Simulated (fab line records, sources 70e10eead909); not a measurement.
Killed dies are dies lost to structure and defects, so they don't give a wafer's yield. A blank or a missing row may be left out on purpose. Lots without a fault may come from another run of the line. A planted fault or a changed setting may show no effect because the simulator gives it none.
fab line records | flow nand_harc
record lots=6 wafers=18 last_day=24
route steps=1159 shown A_WL_FILL@810 END@1159
lots that met no fault: from a run of the same line without faults
start_h: hours from the record's first day to the start of the lot's first wafer shown | wait_h: hours since the lot's step before | " the same as in the row above | L1.1+2: a row that stands for several wafers | - no value, or no start given | * or withheld: withheld | < > ~ a bound
route shown NAME@n: a module of which the file shows steps, and the number in the route of the first | usual: mean/standard deviation of fault-free wafers | same: alike in all rows | chamber/n: place in a boat | sites: the reading at each site | _std_site: their standard deviation | _edge_site: outer sites' mean less inner sites' | radius_mm: how far each site lies from the wafer's centre | mask NAME#n: copy n | behind: the tool/chamber that last shaped the wafer | hold: why the lot was held/for how many hours/how that ended | device: the transistor (n, p or np) that didn't switch | end of line: the same wafers' tests at the end of the route | a step without rows: its recipe alone | killed: dies lost to structure and defects at the first sort, not the wafer's yield | map: a wafer's dies, x killed, . not, _ none there
set.NAME: the setting as run; set.NAME@STEP: as run at that earlier step | model.NAME: the simulator's own value behind a step, which no gauge read
lots at some steps of the route; a table a step, a row a wafer
services: from which hour (start_h, from the record's first day; less than 0 if before it) a tool's chamber was out of use, for how many hours, and why
## steps
# step NHARC_A_WL_FILL_RTA_01
# recipe temp_c=1000 time_s=5
# usual lamp_power_pct=31.72/0.094 wafer_temp_C_max=1004.8/0.98
# columns lot.wafer tool chamber start_h wait_h lamp_power_pct wafer_temp_C_max
L726.1 rtp_anneal-02 0 346.81 - 31.82 1004.7
L726.4 " 0 " " 31.80 1005.7
L726.5 " 0 " " 31.88 1003.8
L725.2 rtp_anneal-01 0 346.86 - 31.66 1005.9
L725.4 " 0 " " 31.65 1004.3
L725.5 " 0 " " 31.63 1005.7
L724.1 rtp_anneal-01 0 356.04 - 31.66 1006.3
L724.5 " 0 " " 31.57 1003.5
L724.6 " 0 " " 31.66 1005.0
L735.2 rtp_anneal-02 0 427.26 - 31.76 1004.3
L735.3 " 0 " " 31.83 1005.8
L735.6 " 0 " " 31.80 1004.6
L741.4 rtp_anneal-01 0 456.30 - 31.67 1006.0
L741.5 " 0 " " 31.66 1003.8
L741.6 " 0 " " 31.66 1005.7
L739.2 rtp_anneal-01 0 472.17 - 31.54 1004.6
L739.5 " 0 " " 31.58 1004.4
L739.6 " 0 " " 31.58 1004.2
# step NHARC_A_WL_FILL_ALD_02
# recipe target_thk_a=20 pulse_time_s=3 ald_cycles=100 temp_c=450 material=TiN
# usual ald_cycles=100/0 heater_power_outer_w=729/76 heater_power_w=1114/97 precursor_pulse_height_rel=0.998/0.02
# columns lot.wafer tool chamber start_h wait_h ald_cycles heater_power_outer_w heater_power_w precursor_pulse_height_rel since_wet_clean_h
L726.1 ald_metal-01 2 347.07 0.2 100 690 1089 1.041 57
L726.4 " 0 " " 100 738 1079 0.979 57
L726.5 " 1 " " 100 737 1095 0.995 -
L725.4 ald_metal-04 1 347.12 0.2 100 802 1264 1.009 109
L725.2 " 2 " " 100 837 1277 0.976 109
L725.5 " 0 " " 100 667 1057 1.035 -
L724.1 ald_metal-03 1 356.29 0.2 100 730 1174 0.990 24
L724.5 " 0 " " 100 645 1017 0.993 -
L724.6 " 1 " " 100 711 1218 1.002 -
L735.3 ald_metal-01 1 427.45 0.1 100 757 1102 1.034 138
L735.2 " 0 " " 100 739 1106 0.976 138
L735.6 " 2 " " 100 678 1105 1.038 -
L741.4 ald_metal-03 1 456.54 0.2 100 731 1225 0.994 125
L741.5 " 2 " " 100 819 1113 0.945 -
L741.6 " 3 " " 100 609 959 1.017 -
L739.2 ald_metal-03 3 472.47 0.3 100 612 931 1.045 141
L739.6 " 0 " " 100 652 1068 0.964 -
L739.5 " 1 " " 100 730 1199 0.987 -
# step NHARC_A_WL_FILL_CVD_03
# recipe target_thk_a=400 temp_c=300 pressure_torr=40 wf6_flow_sccm=40 h2_flow_sccm=1600 ar_flow_sccm=1560 time_s=3302 material=W
# usual heater_power_outer_w=263/29 heater_power_w=469/25 mfc_wf6_sccm=40.00/0.13 throttle_valve_pct=7.91/0.21
# columns lot.wafer tool chamber start_h wait_h heater_power_outer_w heater_power_w mfc_wf6_sccm since_wet_clean_h throttle_valve_pct
L725.2 cvd_w-02 0 353.25 5.8 271 487 40.03 141 7.89
L725.4 " 0 " " 272 468 39.96 - 8.03
L725.5 " 0 " " 274 472 39.97 - 8.00
L726.1 cvd_w-01 1 353.65 6.2 259 475 39.88 46 8.18
L726.4 " 0 " " 302 495 39.96 - 7.78
L726.5 " 0 " " 298 483 39.95 - 8.20
L724.1 cvd_w-01 1 357.53 0.9 264 477 40.05 50 7.85
L724.6 " 1 359.40 2.8 258 467 40.02 - 7.95
L724.5 " 0 " " 289 491 39.83 - 8.13
L735.2 cvd_w-01 1 427.89 0.1 264 490 39.89 121 8.27
L735.3 " 0 429.30 1.5 301 499 39.90 - 7.81
L735.6 " 1 " " 261 482 40.04 - 8.00
L741.4 cvd_w-01 0 457.82 1.0 303 502 40.28 - 8.04
L741.6 " 0 " " 299 505 40.12 - 7.93
L741.5 " 1 " " 257 483 39.76 - 8.25
L739.2 cvd_w-02 1 473.26 0.5 221 433 39.93 78 7.46
L739.6 " 0 474.67 1.9 246 440 40.02 - 7.90
L739.5 " 1 " " 223 432 39.67 - 7.74
# step NHARC_A_WL_FILL_ETCHBACK_04
# recipe target_depth_a=600 time_s=120 chemistry=NF3
# usual drypump_motor_current_A=5.9/0.57 oes_product_au=1.002/0.0066
# columns lot.wafer tool chamber start_h wait_h drypump_motor_current_A oes_product_au rf_hours_counter_h
L726.1 rie_metal-01 1 356.54 2.4 5.8 1.004 0.5
L726.4 " 1 " " 5.8 1.005 -
L726.5 " 1 " " 5.8 0.999 -
L725.2 rie_metal-02 1 356.59 2.9 5.6 1.002 3.9
L725.4 " 0 " " 5.0 1.001 -
L725.5 " 0 " " 5.0 1.005 -
L724.1 rie_metal-02 0 360.82 2.8 5.0 1.022 4.2
L724.5 " 0 " " 5.0 1.009 -
L724.6 " 1 " " 5.6 1.016 -
L735.2 rie_metal-03 0 431.20 2.8 5.3 1.007 4.1
L735.3 " 1 " " 6.7 1.001 -
L735.6 " 1 " " 6.6 0.999 -
L741.4 rie_metal-01 1 460.24 2.0 5.8 1.014 -
L741.5 " 1 " " 5.8 0.999 -
L741.6 " 0 " " 6.3 1.002 -
L739.2 rie_metal-02 0 476.09 2.4 5.0 0.986 2.4
L739.6 " 0 " " 5.0 0.987 -
L739.5 " 1 " " 5.6 0.999 -
# step NHARC_A_WL_FILL_ETCHBACK_05
# recipe target_depth_a=220 time_s=60 temp_c=40 chemistry=Cl2/BCl3
# step NHARC_A_WL_FILL_STRIP_27
# recipe power_w=1500 temp_c=250 time_s=20 chemistry=N2/H2
# usual drypump_motor_current_A=6.1/0.31 heater_power_w=305/16
# columns lot.wafer tool chamber start_h wait_h drypump_motor_current_A heater_power_w rf_hours_counter_h
L726.1 plasma_asher-02 0 356.94 0.1 5.9 305 56
L726.4 " 0 " " 5.9 307 -
L726.5 " 0 " " 5.9 298 -
L725.2 plasma_asher-01 0 356.97 0.1 6.3 280 22
L725.4 " 1 " " 5.6 321 -
L725.5 " 0 " " 6.3 284 -
L724.1 plasma_asher-01 1 362.04 1.0 5.6 326 24
L724.5 " 0 " " 6.3 287 -
L724.6 " 1 " " 5.6 328 -
L735.2 plasma_asher-02 1 431.58 0.1 6.4 297 21
L735.3 " 0 " " 5.9 310 -
L735.6 " 0 " " 5.9 294 -
L741.4 plasma_asher-01 1 463.75 3.3 5.6 330 -
L741.5 " 1 " " 5.6 340 -
L741.6 " 0 " " 6.3 292 -
L739.2 plasma_asher-02 0 477.20 0.9 5.9 302 35
L739.6 " 0 " " 5.9 304 -
L739.5 " 1 " " 6.4 298 -
# step NHARC_A_WL_FILL_STRIP_28
# recipe time_s=1200 temp_c=72.5 chemistry=post_etch_residue_remover
# step NHARC_A_WL_FILL_PRECLEAN_06
# recipe time_s=300 chemistry=DIW
# step NHARC_A_WL_FILL_SRD_07
# step NHARC_A_WL_FILL_ANNEAL_08
# recipe temp_c=450 time_s=1800
# step NHARC_A_WL_FILL_ALD_10
# recipe target_thk_a=500 pulse_time_s=10 ald_cycles=500 temp_c=300 material=SiO2
# usual ald_cycles=500/0 heater_power_outer_w=267/32 heater_power_w=473/51 precursor_pulse_height_rel=0.999/0.019
# columns lot.wafer tool chamber start_h wait_h ald_cycles heater_power_outer_w heater_power_w precursor_pulse_height_rel since_wet_clean_h
L726.1 ald_hk-02 3 362.53 0.4 555 235 421 0.992 71
L726.4 " 1 363.56 1.4 500 274 476 0.988 72
L726.5 " 3 364.58 2.5 555 244 405 1.023 -
L725.2 ald_hk-03 1 363.04 0.9 500 251 460 0.994 31
L725.4 " 2 " " 500 280 518 1.011 31
L725.5 " 1 365.10 3.0 500 253 469 0.988 -
L724.1 ald_hk-02 3 367.56 0.1 555 237 417 0.991 76
L724.6 " 3 369.59 2.1 555 237 420 1.015 -
L724.5 " 0 " " 500 287 504 1.003 -
L735.2 ald_hk-02 0 438.31 0.1 500 290 509 1.028 147
L735.3 " 2 439.33 1.1 500 303 530 1.004 148
L735.6 " 0 440.36 2.1 500 291 512 0.978 -
L741.4 ald_hk-02 0 471.75 2.9 500 258 449 1.018 2
L741.6 " 2 472.78 3.9 500 310 537 1.012 -
L741.5 " 3 " " 500 226 394 1.008 -
L739.2 ald_hk-04 2 486.00 1.1 500 229 412 1.017 109
L739.5 " 0 487.04 2.1 500 209 399 0.946 -
L739.6 " 1 " " 500 247 450 0.983 -
# step NHARC_A_WL_FILL_ETCHBACK_16
# recipe target_depth_a=880 time_s=17.6 c4f8_flow_sccm=withheld o2_flow_sccm=8 ar_flow_sccm=withheld rf_w=600 bias_w=800 chemistry=C4F8/O2/Ar
# step NHARC_END_SORT_01
# recipe temp_c=25
# usual killed_at_array=28/12 killed_at_other=0.8/1.1 killed_at_periphery=3.6/2.3 killed_dies=32/12 killed_open=3.4/1.9 killed_short=2.0/1.3
# same gross_dies=677
# columns lot.wafer tool chamber start_h wait_h killed_at_array killed_at_other killed_at_periphery killed_dies killed_open killed_short
L735.2 prober-01 0 537.03 2.8 34 0 4 38 4 3
L735.3 prober-01 0 537.84 3.1 30 2 0 32 2 3
L735.6 prober-01 0 540.25 4.0 23 0 2 25 4 3
L739.2 prober-01 0 574.89 2.8 23 2 12 37 8 0
L739.5 prober-01 0 577.31 3.7 17 0 6 23 8 2
L739.6 prober-01 0 578.11 4.0 20 2 1 23 2 4
# killed by level:class
L735.2 A_CHANNEL_HOLE_D1:chamber_film_flake=23 A_WL_FILL:chamber_film_flake=3 A_CONTACT:chamber_film_flake=3 A_CONTACT:geometric_particle:open=2 P_CONTACT:geometric_particle:short=1 P_M0:geometric_particle:open=1 P_M0:geometric_particle:short=1 A_ONON_D1:geometric_particle:short=1
L735.3 A_CHANNEL_HOLE_D1:chamber_film_flake=17 A_WL_FILL:chamber_film_flake=6 A_CONTACT:chamber_film_flake=3 A_WL_FILL:geometric_particle:short=1 A_CONTACT:geometric_particle:short=1 A_CONTACT:geometric_particle:open=1 STARTING-WAFER:geometric_particle:short=1 STARTING-WAFER:geometric_particle:open=1
L735.6 A_CHANNEL_HOLE_D1:chamber_film_flake=10 A_CONTACT:chamber_film_flake=4 A_SOURCE_PLATE:geometric_particle:open=1 A_ONON_D1:geometric_particle:open=1 A_CONTACT:geometric_particle:open=1 A_CHANNEL_FILL_D1:geometric_particle:short=1 A_STAIRCASE:geometric_particle:open=1 A_WL_FILL:geometric_particle:short=1
L739.2 A_CHANNEL_HOLE_D1:chamber_film_flake=7 A_STAIRCASE:chamber_film_flake=6 P_M2:chamber_film_flake=5 P_CONTACT:geometric_particle:open=3 P_STI:chamber_film_flake=3 A_CONTACT:geometric_particle:open=2 A_ZERO_WELL:chamber_film_flake=2 A_SLIT:chamber_film_flake=2
L739.5 A_CHANNEL_HOLE_D1:chamber_film_flake=4 P_M2:chamber_film_flake=3 A_CHANNEL_FILL_D1:geometric_particle:short=2 A_CONTACT:geometric_particle:open=2 P_M0:geometric_particle:open=1 P_M2:geometric_particle:open=1 A_ONON_D1:geometric_particle:open=1 A_CHANNEL_FILL_D1:geometric_particle:open=1
L739.6 A_CHANNEL_HOLE_D1:chamber_film_flake=5 A_STAIRCASE:chamber_film_flake=3 A_WL_FILL:geometric_particle:short=2 A_ZERO_WELL:chamber_film_flake=2 A_M0:chamber_film_flake=2 THIN_TSV:chamber_film_flake=2 A_ONON_D1:geometric_particle:open=1 A_CHANNEL_FILL_D1:geometric_particle:short=1
## services
# columns tool chamber start_h hours kind
ald_hk-03 - 323.45 10.0 pm
rie_metal-01 - 332.13 9.0 pm
ald_hk-03 - 357.22 0.4 repair
plasma_asher-02 - 360.22 9.0 pm
ald_metal-03 2 364.36 3.2 repair
ald_hk-04 - 367.70 10.0 pm
ald_metal-03 - 372.90 0.8 repair
rie_metal-03 - 374.02 0.4 repair
rie_metal-03 0 375.49 2.5 repair
cvd_w-02 - 382.82 13.0 pm
rie_metal-02 - 388.00 9.0 pm
ald_metal-04 - 406.00 10.0 pm
ald_metal-04 3 436.03 10.4 repair
rie_metal-03 - 453.00 9.0 pm
plasma_asher-01 - 453.58 9.0 pm
plasma_asher-02 - 457.77 9.9 repair
ald_metal-01 - 458.00 10.0 pm
ald_hk-02 - 460.71 10.0 pm
ald_hk-02 0 460.71 10.0 vent_cycle
ald_hk-02 1 460.71 10.0 vent_cycle
ald_hk-02 2 460.71 10.0 vent_cycle
plasma_asher-01 - 474.15 1.8 repair
cvd_w-01 - 478.24 13.0 pm
ald_metal-04 0 484.01 23.3 repair
## key
first_sign step=NHARC_A_WL_FILL_ALD_10 reading=ald_cycles direction=up sigmas=99+ usual=500 struck=555
effect none on later readings
met_at NHARC_A_WL_FILL_ALD_10
struck_wafers L724.1,L724.6,L726.1,L726.5
tester_left_out L724,L726
fault kind=process_parameter_drift tool=ald_hk-02 chamber=3 onset_h=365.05 steps=NHARC_A_WL_FILL_ALD_10 channel=ald_cycles offset=55 shape=step end_h=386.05 acts_in=these_recipes_only stated=500
# tester_left_out: of these lots the tester's yield and bins aren't shown, on N5 and GAA mostly nor the transistor test; their killed dies are dies lost to structure and defects alone, not to doping, threshold or leakage, so they don't give the yield
